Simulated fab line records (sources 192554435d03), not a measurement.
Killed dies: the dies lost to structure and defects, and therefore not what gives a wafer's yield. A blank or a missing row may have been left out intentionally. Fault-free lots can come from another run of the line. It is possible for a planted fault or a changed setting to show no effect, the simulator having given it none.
Which of the tools did it?	flow n5_finfet	27 wafers from 10 lots sampled at 5 of the route's 1938 steps

## WHAT THE GAUGES READ, wafer by wafer
N5_BEOL_M12_RS_MEAS_54: measurement is done with a four-point probe.
lot	measured	on	M12_RS (ohm/sq)
L284	day 11 05:16	film_metro-01	0.0603 0.0588 0.0589
L291	day 12 18:10	film_metro-02	0.0609 0.0591 0.0596
L292	day 12 22:44	film_metro-01	0.0607 0.0588 0.0592
L293	day 14 01:02	film_metro-02	0.0597 0.0598 0.0596
L294	day 14 02:09	film_metro-01	0.0582 0.0587
L300	day 15 20:50	film_metro-01	0.0583 0.0595
L299	day 15 21:34	film_metro-02	0.0577 0.0589
L303	day 16 12:29	film_metro-02	0.0608 0.0600 0.0603
L304	day 16 15:34	film_metro-01	0.0599 0.0585 0.0595
L302	day 16 19:44	film_metro-01	0.0600 0.0594 0.0597

## WHICH TOOL RAN EACH LOT (tool, then ch and the chambers of the sampled wafers, then the start)
lot	N5_BEOL_M12_ETCH_68	N5_BEOL_M12_STRIP_37	N5_BEOL_M12_SPUTTER_43	N5_BEOL_M12_CMP_49
L284	rie_diel-05 ch 1,2,3, day 11 02:04	plasma_asher-01 ch 1, day 11 02:26	pvd_sputter-02, day 11 03:38	cmp-01 ch 1,2, day 11 04:53
L291	rie_diel-06 ch 0,1,3, day 12 15:56	plasma_asher-02 ch 0,1, day 12 16:18	pvd_sputter-03, day 12 17:02	cmp-03 ch 0,1, day 12 17:47
L292	rie_diel-06 ch 1,2,3, day 12 20:05	plasma_asher-02 ch 0,1, day 12 20:29	pvd_sputter-01, day 12 21:15	cmp-01 ch 1,2,3, day 12 22:21
L293	rie_diel-02 ch 2,3, day 13 16:01	plasma_asher-01 ch 0,1, day 13 16:23	pvd_sputter-01, day 13 21:49	cmp-02 ch 1,2,3, day 14 00:37
L294	rie_diel-05 ch 1, day 13 21:56	plasma_asher-02 ch 0,1, day 13 22:18	pvd_sputter-01, day 13 22:45	cmp-03 ch 1,2, day 14 01:46
L300	rie_diel-02 ch 1,3, day 15 14:01	plasma_asher-01 ch 1, day 15 14:24	pvd_sputter-01, day 15 16:44	cmp-01 ch 2,3, day 15 20:25
L299	rie_diel-06 ch 0,1, day 15 14:24	plasma_asher-01 ch 0,1, day 15 14:47	pvd_sputter-01, day 15 17:05	cmp-03 ch 2,3, day 15 21:11
L303	rie_diel-06 ch 1,2,3, day 16 07:51	plasma_asher-02 ch 0,1, day 16 08:15	pvd_sputter-03, day 16 08:59	cmp-03 ch 0,3, day 16 12:04
L304	rie_diel-05 ch 0,2,3, day 16 10:51	plasma_asher-01 ch 0,1, day 16 11:15	pvd_sputter-02, day 16 11:38	cmp-01 ch 1,2,3, day 16 15:16
L302	rie_diel-02 ch 0,1,3, day 16 14:33	plasma_asher-01 ch 0,1, day 16 14:57	pvd_sputter-02, day 16 15:19	cmp-02 ch 0,1,3, day 16 19:26
- N5_BEOL_M12_ETCH_68: etches SOC in N2/H2, time 285 s.
- N5_BEOL_M12_STRIP_37: strips in N2/H2.
- N5_BEOL_M12_SPUTTER_43: material TaN, target thk 15 nm, time 24.19 s.
- N5_BEOL_M12_CMP_49: polishes, stops on SiOC, t overpolish 20.6 s, target thk 320 nm.

## THE ANSWER, worked out from the rows above alone
Rule: usual is defined by the lots themselves. The widest of any qualifying gaps counts: lots, ordered by their means at a reading, are off when they make up no more than a third of the lots, leave a main group of 4 or more, and stand apart from it by 3 or more times the standard deviation of that group's means. A main group whose means are all the same, to the digits that the tables above print for the reading, isn't used. A lot without any number at a reading at which 4 lots or more have one is off too. All remaining lots with rows at the step are treated as sound.
No lot is off at any reading shown: from this, nothing can be told.

## WHAT THE SIMULATOR PUT IN
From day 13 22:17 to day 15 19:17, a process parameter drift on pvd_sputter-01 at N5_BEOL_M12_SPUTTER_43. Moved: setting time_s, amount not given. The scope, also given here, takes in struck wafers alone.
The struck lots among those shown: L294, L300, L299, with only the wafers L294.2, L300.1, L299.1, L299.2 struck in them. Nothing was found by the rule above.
